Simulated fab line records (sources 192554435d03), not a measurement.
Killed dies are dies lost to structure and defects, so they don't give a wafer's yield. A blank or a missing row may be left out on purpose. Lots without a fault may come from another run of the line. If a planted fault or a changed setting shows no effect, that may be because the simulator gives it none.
Matching of chambers ; flow n5Finfet ; N5_BEOL_M7_DESCUM_16 on rieDiel-06: 4 sister chambers
The step chemistry O2, time 7.9 s. 4 wafers are shown with their chamber, then 9 later ones without.

## WAFERS PAIRED WITH THEIR CHAMBERS
wafer;chamber;showerheadPlenumPTorr (Torr)
L078.3;1;2.07
L082.2;0;2.05
L089.3;2;2.17
L089.4;3;2.21

## WAFERS WITHOUT THEIR CHAMBER
wafer;showerheadPlenumPTorr (Torr)
L088.1;2.04
L088.4;2.04
L088.5;2.16
L091.1;2.04
L091.4;2.06
L091.5;2.16
L095.3;2.16
L095.5;2.16
L095.6;2.21

## WHICH CHAMBER EACH WENT THROUGH
wafer;from the rows above;in truth
L088.1;0;0
L088.4;0;0
L088.5;2;2
L091.1;0;0
L091.4;can't be placed: 1 or 0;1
L091.5;2;2
L095.3;2;2
L095.5;2;2
L095.6;3;3
8 of 9 placed correctly. From these rows, 1 cannot be placed; in 1 the true chamber is one of the candidates. Placed wrongly: 0.
How it was worked out, from the rows above alone: a wafer's distance from a chamber is the root of the sum, over the readings, of the square of ((its reading less the chamber's mean) divided by the reading's scatter). The wafer belongs to the nearest chamber; if the next one is less than 2 further off, it can't be placed. The mean given for a chamber averages the wafers shown for that chamber. The scatter (one wafer shown for each chamber): square how far every hidden wafer sits from the nearest shown wafer, average those squares and take the square root.
